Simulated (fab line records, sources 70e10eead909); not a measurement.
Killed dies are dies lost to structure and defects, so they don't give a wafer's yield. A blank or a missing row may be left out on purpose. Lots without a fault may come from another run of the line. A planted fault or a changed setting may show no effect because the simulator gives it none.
Chamber matching | flow nand_harc | NHARC_A_STAIRCASE_DESCUM_270 on rie_diel-07: 4 sister chambers
The step chemistry O2, time 3 s. 14 wafers are shown with their chamber, then 7 later ones without.

WAFERS WITH THEIR CHAMBER
wafer  | chamber | showerhead_plenum_p_Torr (Torr) | drypump_motor_current_A (A) | oes_product_au (a.u.)
L075.3 | 1       | 1.90                            | 6.0                         | 0.993
L075.4 | 2       | 1.80                            | 5.6                         | 0.999
L075.6 | 3       | 1.99                            | 5.9                         | 1.012
L075.1 | 3       | 1.99                            | 5.8                         | 1.011
L075.2 | 0       | 1.89                            | 5.1                         | 0.987
L075.5 | 2       | 1.80                            | 5.6                         | 1.004
L078.3 | 0       | 1.89                            | 5.1                         | 0.987
L078.4 | 3       | 1.99                            | 5.8                         | 1.025
L078.5 | 3       | 1.98                            | 5.8                         | 1.020
L081.1 | 3       | 1.98                            | 5.9                         | 1.023
L081.3 | 1       | 1.89                            | 6.0                         | 0.986
L081.5 | 0       | 1.89                            | 5.2                         | 1.002
L081.2 | 0       | 1.89                            | 5.2                         | 1.000
L081.4 | 2       | 1.79                            | 5.7                         | 1.000

SIGNATURES (means of the wafers above)
reading                  | chamber 0 | chamber 1 | chamber 2 | chamber 3 | scatter within a chamber
showerhead_plenum_p_Torr | 1.8900    | 1.8950    | 1.7967    | 1.9860    | 0.00486
drypump_motor_current_A  | 5.150     | 6.000     | 5.633     | 5.840     | 0.0535
oes_product_au           | 0.99400   | 0.98950   | 1.00100   | 1.01820   | 0.00632
Rule: a wafer's distance from a chamber is the root of the sum, over the readings, of the square of ((its reading less the chamber's mean) divided by the reading's scatter). The wafer belongs to the nearest chamber; if the next one is less than 2 further off, it can't be placed. The scatter: the root of (the sum of the squares of (reading less its chamber's mean) over the shown wafers, divided by (wafers less chambers)).

WAFERS WITHOUT THEIR CHAMBER
wafer  | showerhead_plenum_p_Torr (Torr) | drypump_motor_current_A (A) | oes_product_au (a.u.)
L081.6 | 1.98                            | 5.9                         | 1.021
L086.1 | 1.89                            | 6.0                         | 0.995
L086.2 | 1.79                            | 5.6                         | 0.995
L086.4 | 1.88                            | 5.1                         | 1.002
L095.1 | 1.97                            | 5.8                         | 0.998
L095.4 | 1.97                            | 5.9                         | 1.012
L095.6 | 1.88                            | 6.0                         | 0.982

WHICH CHAMBER EACH WENT THROUGH
wafer  | from the rows above | in truth
L081.6 | 3                   | 3
L086.1 | 1                   | 1
L086.2 | 2                   | 2
L086.4 | 0                   | 0
L095.1 | 3                   | 3
L095.4 | 3                   | 3
L095.6 | 1                   | 1
Placed correctly: 7 of 7. Can't be placed from these rows: 0. Placed wrongly: 0.
